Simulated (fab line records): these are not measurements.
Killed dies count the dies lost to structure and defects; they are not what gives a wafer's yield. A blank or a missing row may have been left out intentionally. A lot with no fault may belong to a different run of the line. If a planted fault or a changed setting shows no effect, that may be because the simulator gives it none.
Which tool did it? | flow n5-finfet | 24 lots with 72 wafers sampled at 6 steps, on a route of 1938 steps

## WHAT EACH GAUGE READ, for each wafer
N5_BEOL_M9_INSPECT_58: inspects for defects (darkfield).
lot  | measured     | on                | raw-defect-count
L076 | day 10 00:56 | defect-inspect-02 | 139 86 80
L074 | day 10 03:55 | defect-inspect-02 | 68 42 60
L077 | day 10 15:05 | defect-inspect-02 | 54 65 54
L075 | day 10 15:38 | defect-inspect-01 | 103 77 55
L078 | day 10 21:23 | defect-inspect-01 | 89 91 84
L079 | day 11 06:20 | defect-inspect-02 | 82 93 77
L082 | day 11 18:55 | defect-inspect-01 | 82 83 57
L081 | day 11 20:29 | defect-inspect-01 | 93 104 67
L083 | day 11 23:39 | defect-inspect-02 | 116 101 71
L080 | day 12 02:49 | defect-inspect-01 | 85 90 74
L084 | day 12 08:22 | defect-inspect-01 | 47 41 55
L085 | day 12 19:09 | defect-inspect-01 | 81 48 36
L086 | day 13 11:03 | defect-inspect-01 | 90 93 122
L087 | day 13 14:41 | defect-inspect-01 | 86 93 68
L088 | day 13 18:31 | defect-inspect-01 | 119 84 72
L090 | day 13 21:17 | defect-inspect-01 | 59 105 57
L091 | day 14 04:23 | defect-inspect-01 | 60 80 42
L089 | day 14 08:03 | defect-inspect-01 | 74 89 90
L092 | day 14 12:49 | defect-inspect-02 | 69 51 55
L094 | day 14 16:37 | defect-inspect-02 | 91 64 46
L093 | day 14 19:20 | defect-inspect-01 | 32 48 74
L095 | day 15 06:12 | defect-inspect-01 | 75 58 73
L096 | day 15 21:07 | defect-inspect-02 | 59 50 109
L097 | day 16 02:07 | defect-inspect-02 | 42 53 42

N5_BEOL_M10_OCD_MEAS_38.
lot  | measured     | on     | trench-depth-nm (nm)
L076 | day 10 04:24 | ocd-01 | 146.8 148.9 146.7
L074 | day 10 09:52 | ocd-02 | 146.7 150.1 149.1
L077 | day 10 20:47 | ocd-02 | 148.0 148.5 147.7
L075 | day 10 21:37 | ocd-01 | 147.9 146.8 146.2
L078 | day 11 02:23 | ocd-01 | 150.4 147.3 148.3
L079 | day 11 10:22 | ocd-01 | 149.7 152.0 151.2
L082 | day 12 00:10 | ocd-02 | 146.0 145.4 145.4
L081 | day 12 00:59 | ocd-02 | 147.3 147.1 149.1
L083 | day 12 04:12 | ocd-01 | 147.3 145.2 144.6
L080 | day 12 07:04 | ocd-02 | 153.2 148.2 148.2
L084 | day 12 13:26 | ocd-02 | 146.8 147.2 147.7
L085 | day 12 22:36 | ocd-02 | 147.6 146.8 147.7
L086 | day 13 16:41 | ocd-01 | 146.0 148.4 148.9
L087 | day 13 19:26 | ocd-02 | 148.9 148.7 150.5
L088 | day 13 22:40 | ocd-01 | 148.3 144.7 145.4
L090 | day 14 01:11 | ocd-01 | 145.3 147.3 149.8
L091 | day 14 09:52 | ocd-02 | 149.9 148.1 150.3
L089 | day 14 13:51 | ocd-01 | 144.9 144.1 145.5
L092 | day 14 18:27 | ocd-02 | 147.9 146.4 148.1
L094 | day 14 21:47 | ocd-02 | 148.3 149.5 150.0
L093 | day 14 23:44 | ocd-01 | 151.5 146.9 147.5
L095 | day 15 15:04 | ocd-02 | 146.7 148.8 148.0
L096 | day 16 01:47 | ocd-01 | 148.8 149.1 150.6
L097 | day 16 07:27 | ocd-01 | 147.9 147.0 148.4

N5_BEOL_M10_CD_MEAS_35: the cd target is 70 nm.
lot  | measured     | on        | cd-nm (nm)
L076 | day 10 04:33 | cd-sem-03 | 69.5 69.5 69.3
L074 | day 10 10:01 | cd-sem-02 | 68.4 68.9 68.6
L077 | day 10 20:56 | cd-sem-02 | 70.0 70.0 70.2
L075 | day 10 21:53 | cd-sem-03 | 68.9 70.1 69.3
L078 | day 11 02:32 | cd-sem-01 | 69.5 69.6 68.9
L079 | day 11 10:31 | cd-sem-02 | 69.7 69.4 70.0
L082 | day 12 00:19 | cd-sem-02 | 69.7 69.3 69.3
L081 | day 12 01:08 | cd-sem-03 | 69.7 69.7 69.5
L083 | day 12 04:22 | cd-sem-03 | 68.5 69.6 69.8
L080 | day 12 07:13 | cd-sem-03 | 69.9 69.2 69.4
L084 | day 12 13:35 | cd-sem-02 | 69.3 70.3 70.8
L085 | day 12 22:45 | cd-sem-01 | 69.9 70.6 70.8
L086 | day 13 16:50 | cd-sem-03 | 70.2 69.8 69.8
L087 | day 13 19:35 | cd-sem-03 | 69.9 69.5 69.0
L088 | day 13 22:50 | cd-sem-02 | 70.5 70.6 70.7
L090 | day 14 01:20 | cd-sem-03 | 70.8 69.4 70.1
L091 | day 14 10:01 | cd-sem-02 | 69.8 70.7 69.9
L089 | day 14 14:01 | cd-sem-01 | 69.4 69.7 69.4
L092 | day 14 18:37 | cd-sem-02 | 70.2 70.2 69.2
L094 | day 14 21:56 | cd-sem-03 | 69.5 69.8 68.5
L093 | day 14 23:53 | cd-sem-01 | 69.3 69.1 69.2
L095 | day 15 15:14 | cd-sem-03 | 68.8 68.4 69.3
L096 | day 16 01:56 | cd-sem-03 | 69.3 70.1 70.6
L097 | day 16 07:36 | cd-sem-01 | 68.6 69.0 68.4

## TOOL THAT RAN EACH LOT (tool first, then ch and the chambers of the sampled wafers, then the start)
lot  | N5_BEOL_M9_CMP_52             | N5_BEOL_M9_DEP_56               | N5_BEOL_M10_ETCH_65
L076 | cmp-01 ch 0,1,2, day 10 00:29 | pecvd-02 ch 0,1, day 10 00:50   | rie-diel-04 ch 0,1,3, day 10 03:56
L074 | cmp-03 ch 0,2,3, day 10 03:28 | pecvd-04 ch 0,2, day 10 03:49   | rie-diel-04 ch 0,1,3, day 10 09:24
L077 | cmp-04 ch 0,2,3, day 10 14:36 | pecvd-03 ch 0,1, day 10 14:58   | rie-diel-04 ch 2,3, day 10 20:20
L075 | cmp-03 ch 2,3, day 10 15:08   | pecvd-03 ch 0,1, day 10 15:32   | rie-diel-05 ch 0,2,3, day 10 21:09
L078 | cmp-04 ch 0,1,2, day 10 21:02 | pecvd-04 ch 0,2, day 10 21:17   | rie-diel-04 ch 1,2, day 11 01:55
L079 | cmp-03 ch 0,2,3, day 11 05:55 | pecvd-04 ch 0,1,2, day 11 06:14 | rie-diel-04 ch 0,1,3, day 11 09:54
L082 | cmp-03 ch 1,2,3, day 11 18:34 | pecvd-02 ch 0,1,2, day 11 18:50 | rie-diel-02 ch 2,3, day 11 23:42
L081 | cmp-03 ch 0,1,2, day 11 20:01 | pecvd-03 ch 1,2, day 11 20:23   | rie-diel-02 ch 0,1,2, day 12 00:32
L083 | cmp-04 ch 2,3, day 11 23:11   | pecvd-04 ch 1,2, day 11 23:32   | rie-diel-02 ch 0,2, day 12 03:45
L080 | cmp-04 ch 0,1,3, day 12 02:22 | pecvd-04 ch 1,2, day 12 02:43   | rie-diel-05 ch 1,2,3, day 12 06:37
L084 | cmp-04 ch 1,2, day 12 07:54   | pecvd-03 ch 0,1, day 12 08:16   | rie-diel-05 ch 2,3, day 12 12:58
L085 | cmp-04 ch 0,1,3, day 12 18:41 | pecvd-02 ch 0,1, day 12 19:03   | rie-diel-02 ch 2,3, day 12 22:08
L086 | cmp-03 ch 0,1,2, day 13 10:35 | pecvd-03 ch 0,1,2, day 13 10:57 | rie-diel-04 ch 0,2,3, day 13 16:13
L087 | cmp-04 ch 1,2,3, day 13 14:14 | pecvd-03 ch 0,1, day 13 14:35   | rie-diel-04 ch 0,1,2, day 13 18:59
L088 | cmp-03 ch 0,3, day 13 18:04   | pecvd-03 ch 0,1, day 13 18:25   | rie-diel-05 ch 0,2, day 13 22:13
L090 | cmp-04 ch 0,2,3, day 13 20:50 | pecvd-03 ch 0,1,2, day 13 21:11 | rie-diel-02 ch 0,1,2, day 14 00:43
L091 | cmp-01 ch 0,2, day 14 03:58   | pecvd-03 ch 0,1,2, day 14 04:17 | rie-diel-04 ch 1,2,3, day 14 09:25
L089 | cmp-03 ch 0,1, day 14 07:35   | pecvd-02 ch 0,2, day 14 07:57   | rie-diel-02 ch 0,3, day 14 13:23
L092 | cmp-04 ch 0,2,3, day 14 12:21 | pecvd-03 ch 0,2, day 14 12:43   | rie-diel-04 ch 1,2,3, day 14 17:59
L094 | cmp-04 ch 0,2,3, day 14 16:10 | pecvd-03 ch 0,1,2, day 14 16:31 | rie-diel-04 ch 1,2,3, day 14 21:19
L093 | cmp-04 ch 1,2,3, day 14 18:52 | pecvd-02 ch 1,2, day 14 19:14   | rie-diel-05 ch 0,1, day 14 23:17
L095 | cmp-04 ch 0,2,3, day 15 05:44 | pecvd-03 ch 0,1, day 15 06:06   | rie-diel-04 ch 0,2,3, day 15 14:37
L096 | cmp-04 ch 0,1,3, day 15 20:38 | pecvd-04 ch 0,1, day 15 20:55   | rie-diel-04 ch 1,2,3, day 16 01:19
L097 | cmp-01 ch 1,3, day 16 01:42   | pecvd-04 ch 0,1, day 16 02:01   | rie-diel-04 ch 2,3, day 16 06:59
- N5_BEOL_M9_CMP_52: polishes, stops on SiCOH lowk, t overpolish 7 s, target thk 140 nm.
- N5_BEOL_M9_DEP_56: deposits SiCN from 3MS/NH3, target thk 15 nm, time 26.5 s.
- N5_BEOL_M10_ETCH_65: etches SiARC in CF4, target depth 39 nm, time 65 s.

## AS READ BY THE TOOLS THEMSELVES (means over the sampled wafers that have a number; for cases with no such wafer, the mark the record gives instead)
N5_BEOL_M9_CMP_52.
lot  | tool   | barrier-field-endpoint-s (s) | edge-zone-pressure-frac | motor-current-A (A) | overpolish-run-s (s) | time-to-endpoint-s (s)
L076 | cmp-01 | 28.1                         | 0.999                   | 5.9                 | 6.996                | 65
L074 | cmp-03 | 27.9                         | 1.000                   | 5.9                 | 7.006                | 65
L077 | cmp-04 | 28.6                         | 0.999                   | 6.2                 | 7.009                | 65
L075 | cmp-03 | 28.2                         | 1.002                   | 6.3                 | 6.995                | 61
L078 | cmp-04 | 29.6                         | 0.999                   | 5.9                 | 6.990                | 67
L079 | cmp-03 | 28.1                         | 1.001                   | 6.3                 | 7.000                | 66
L082 | cmp-03 | 28.7                         | 0.998                   | 5.8                 | 6.996                | 64
L081 | cmp-03 | 29.9                         | 1.002                   | 6.3                 | 7.003                | 71
L083 | cmp-04 | 29.2                         | 1.001                   | 6.2                 | 7.000                | 68
L080 | cmp-04 | 28.9                         | 0.998                   | 6.2                 | 6.999                | 65
L084 | cmp-04 | 29.8                         | 0.994                   | 5.6                 | 7.006                | 69
L085 | cmp-04 | 28.1                         | 1.006                   | 5.9                 | 7.003                | 67
L086 | cmp-03 | 28.3                         | 0.998                   | 6.3                 | 6.996                | 65
L087 | cmp-04 | 28.9                         | 0.995                   | 5.7                 | 7.002                | 67
L088 | cmp-03 | 28.5                         | 0.998                   | 5.9                 | 6.994                | 66
L090 | cmp-04 | 29.1                         | 1.002                   | 6.2                 | 7.002                | 67
L091 | cmp-01 | 28.0                         | 1.001                   | 5.8                 | 6.998                | 61
L089 | cmp-03 | 29.6                         | 0.992                   | 6.1                 | 7.005                | 67
L092 | cmp-04 | 27.8                         | 0.998                   | 6.2                 | 7.006                | 65
L094 | cmp-04 | 28.4                         | 0.999                   | 6.4                 | 6.994                | 64
L093 | cmp-04 | 29.0                         | 1.002                   | 5.7                 | 7.006                | 64
L095 | cmp-04 | 28.6                         | 0.999                   | 6.5                 | 6.996                | 63
L096 | cmp-04 | 28.6                         | 0.999                   | 6.1                 | 7.002                | 64
L097 | cmp-01 | 28.2                         | 1.001                   | 6.1                 | 7.007                | 63

N5_BEOL_M9_DEP_56.
lot  | tool     | rf-fwd-power-W (W) | showerhead-plenum-p-Torr (Torr) | throttle-valve-pct (%)
L076 | pecvd-02 | 199.3              | 3.662                           | 8.9
L074 | pecvd-04 | 200.0              | 3.672                           | 8.9
L077 | pecvd-03 | 200.2              | 3.680                           | 9.0
L075 | pecvd-03 | 200.9              | 3.675                           | 9.3
L078 | pecvd-04 | 200.4              | 3.669                           | 9.1
L079 | pecvd-04 | 199.3              | 3.663                           | 8.9
L082 | pecvd-02 | 199.3              | 3.668                           | 9.2
L081 | pecvd-03 | 200.3              | 3.666                           | 9.2
L083 | pecvd-04 | 200.2              | 3.661                           | 9.3
L080 | pecvd-04 | 199.4              | 3.668                           | 9.1
L084 | pecvd-03 | 200.0              | 3.682                           | 9.4
L085 | pecvd-02 | 199.3              | 3.661                           | 8.8
L086 | pecvd-03 | 200.8              | 3.665                           | 9.1
L087 | pecvd-03 | 200.1              | 3.686                           | 9.2
L088 | pecvd-03 | 200.2              | 3.678                           | 9.2
L090 | pecvd-03 | 199.9              | 3.663                           | 9.1
L091 | pecvd-03 | 200.2              | 3.666                           | 9.1
L089 | pecvd-02 | 198.9              | 3.669                           | 9.4
L092 | pecvd-03 | 200.6              | 3.657                           | 9.0
L094 | pecvd-03 | 200.7              | 3.671                           | 9.1
L093 | pecvd-02 | 199.0              | 3.668                           | 8.8
L095 | pecvd-03 | 200.0              | 3.681                           | 9.4
L096 | pecvd-04 | 200.0              | 3.669                           | 9.0
L097 | pecvd-04 | 200.5              | 3.673                           | 9.1

N5_BEOL_M10_ETCH_65.
lot  | tool        | drypump-motor-current-A (A) | etch-rf-on-time-s (s) | mfc-ar-sccm (sccm) | oes-product-au (a.u.) | rf-fwd-power-W (W) | rf-vpp-V (V) | showerhead-plenum-p-Torr (Torr) | throttle-valve-pct (%)
L076 | rie-diel-04 | 5.4                         | 64.4                  | 100.0              | 0.72                  | 540.0              | 184.3        | 2.16                            | 15.28
L074 | rie-diel-04 | 5.4                         | 65.6                  | 99.6               | 0.71                  | 539.2              | 184.3        | 2.16                            | 15.29
L077 | rie-diel-04 | 5.5                         | 63.8                  | 100.3              | 0.67                  | 538.6              | 185.3        | 2.23                            | 15.65
L075 | rie-diel-05 | 5.7                         | 65.4                  | 100.0              | 0.63                  | 539.2              | 185.4        | 2.19                            | 15.50
L078 | rie-diel-04 | 5.6                         | 64.4                  | 100.1              | 0.67                  | 537.3              | 184.3        | 2.17                            | 15.57
L079 | rie-diel-04 | 5.4                         | 65.3                  | 100.3              | 0.70                  | 540.3              | 184.4        | 2.15                            | 15.31
L082 | rie-diel-02 | 6.2                         | 65.7                  | 100.0              | 0.66                  | 536.6              | 183.1        | 2.07                            | 15.59
L081 | rie-diel-02 | 5.8                         | 64.8                  | 100.0              | 0.67                  | 538.5              | 184.2        | 2.13                            | 15.54
L083 | rie-diel-02 | 5.8                         | 65.7                  | 100.2              | 0.64                  | 536.4              | 183.8        | 2.11                            | 15.50
L080 | rie-diel-05 | 5.6                         | 64.6                  | 100.0              | 0.65                  | 540.5              | 184.2        | 2.14                            | 15.51
L084 | rie-diel-05 | 5.7                         | 65.9                  | 100.1              | 0.58                  | 541.5              | 184.0        | 2.15                            | 15.56
L085 | rie-diel-02 | 5.9                         | 65.8                  | 100.0              | 0.68                  | 537.9              | 182.8        | 2.08                            | 15.66
L086 | rie-diel-04 | 5.5                         | 63.7                  | 100.2              | 0.65                  | 538.5              | 184.5        | 2.19                            | 15.61
L087 | rie-diel-04 | 5.7                         | 64.7                  | 100.0              | 0.65                  | 535.9              | 184.4        | 2.14                            | 15.52
L088 | rie-diel-05 | 5.6                         | 65.0                  | 99.9               | 0.65                  | 537.4              | 186.2        | 2.22                            | 15.51
L090 | rie-diel-02 | 5.8                         | 64.9                  | 99.8               | 0.66                  | 536.8              | 182.8        | 2.12                            | 15.58
L091 | rie-diel-04 | 5.4                         | 64.5                  | 100.0              | 0.68                  | 539.7              | 185.1        | 2.17                            | 15.46
L089 | rie-diel-02 | 5.5                         | 66.8                  | 100.0              | 0.67                  | 539.9              | 183.0        | 2.11                            | 15.66
L092 | rie-diel-04 | 5.4                         | 64.9                  | 100.2              | 0.67                  | 540.4              | 184.8        | 2.17                            | 15.45
L094 | rie-diel-04 | 5.3                         | 64.9                  | 100.2              | 0.67                  | 538.6              | 184.9        | 2.17                            | 15.46
L093 | rie-diel-05 | 5.5                         | 63.7                  | 100.1              | 0.70                  | 538.4              | 184.9        | 2.19                            | 15.59
L095 | rie-diel-04 | 5.5                         | 64.6                  | 100.2              | 0.63                  | 539.3              | 184.7        | 2.19                            | 15.64
L096 | rie-diel-04 | 5.3                         | 64.3                  | 100.0              | 0.67                  | 538.7              | 185.3        | 2.17                            | 15.47
L097 | rie-diel-04 | 5.2                         | 63.9                  | 100.3              | 0.67                  | 539.4              | 185.5        | 2.23                            | 15.57

## THE ANSWER, worked out from the rows above alone
Rule: the usual values come from the lots themselves. Put in order of their means at a reading, lots are off if they are a third of the lots or fewer, leave a main group of 4 or more, and stand apart from it by a gap of 3 or more times the standard deviation of the main group's means; of several such gaps the widest counts. A main group is skipped when, at the precision printed for the reading in the tables above, its means are all equal. A lot without any number at a reading at which 4 lots or more have one is off too. Any other lot the step has rows for is counted as sound. The gauges are gone through in route order, then the tools' own readings, and for those a lot's mean is taken as printed above. At the first step where some lot is off, the reading lying furthest off is the one used; lots without a number count as furthest.
Across all readings shown, no lot is off: no conclusion can be drawn from this.

## WHAT THE SIMULATOR HAD PUT IN
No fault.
